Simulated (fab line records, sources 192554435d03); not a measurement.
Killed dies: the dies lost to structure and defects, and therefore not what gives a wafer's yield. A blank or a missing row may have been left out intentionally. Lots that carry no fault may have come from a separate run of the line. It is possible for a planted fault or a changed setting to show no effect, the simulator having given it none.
8D (eight disciplines) problem report, filled in by code / flow n5 finfet / the parts of the form that need people (team, actions taken, sign-off) are left out

## 1. WHAT WENT WRONG
Wafers without a fault read 60.9 nm, standard deviation 1.2; thk nm at N5_SD_EPI_P_EPI_MEAS_23 reads a mean of 52.7 nm on 6 wafers belonging to 2 lots. That puts it -6.8 standard deviations away from the usual mean.
Seen first at day 6 07:18 on film metro-01, wafer L755.1. The record has a number at this step for 12 wafers belonging to 4 lots. Rule for "out", or "out of limits": more than 4 standard deviations from the usual mean. The other wafers with a number count as sound.

## 2. WHAT IT IS; WHAT IT IS NOT
question=which readings at this step | is=thk nm | is not=-
question=which lots | is=L755, L756 | is not=L746, L761
question=which wafers of those lots | is=all that have a number | is not=-
question=read on which gauges | is=film metro-01, film metro-02 | is not=-
question=when | is=from day 6 07:18 | is not=up to then (3 sound wafers); but 3 sound wafers of L761 came after

## 3. SUSPECTS, AND WHAT RULES EACH OUT
Counting: a tool at any process step up to the reading remains a suspect when it ran all the lots that are out and ran no sound lot after the first of those.
- the gauge at N5_SD_EPI_P_EPI_MEAS_23: ruled out. 2 gauges (film metro-01, film metro-02) read the wafers that are out.
- epi rpcvd-02 at N5_SD_EPI_P_EPI_21 (deposits SiGe:B, time 355 s): kept. All lots that are out passed through it, beginning with L755 at day 6 05:06, and no sound lot followed; its final sound lot before that point was L746 at day 3 21:34.
After counting, what remains is epi rpcvd-02 at N5_SD_EPI_P_EPI_21.

## 4. THE CAUSE (what the simulator had put in)
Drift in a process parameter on epi rpcvd-02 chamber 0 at N5_SD_EPI_P_EPI_21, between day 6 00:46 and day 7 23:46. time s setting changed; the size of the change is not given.
Counting left only this tool.

## 5. THE CHAIN OF EFFECTS, in route order
Rows list readings where the struck wafers' mean (over those with a number) sits beyond 3 standard deviations from the usual. Scope: only readings with a usual standard deviation given in the record; hours: median across lots of the time from each lot's start at the first step in this table that gives one to its start at this step; sigmas: change in usual standard deviations.
hours=0; step=N5_SD_EPI_P_EPI_MEAS_23; reading=thk nm; usual=60.9 nm; on struck wafers=52.7; change=-8.2; sigmas=-6.8
hours=1; step=N5_SD_ACTIVATION_RS_MEAS_03; reading=RS_SD_P; usual=56.6 ohm/sq; on struck wafers=66.4; change=+9.8; sigmas=+11
hours=111; step=N5_BEOL_M4_RC_MEAS_101; reading=RS_SD_P; usual=66.6 ohm/sq; on struck wafers=77.7; change=+11.1; sigmas=+10

## 6. HOW IT WOULD HAVE BEEN CAUGHT EARLIER
The first out-of-limits reading at a measuring or inspecting step in this record came at day 6 07:18, 7 hours after the fault's start at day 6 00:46.
Lots out: 2; of these, L756 started N5_SD_EPI_P_EPI_21 on epi rpcvd-02 after day 6 07:18. Had the tool been put on hold then, it would have been spared.
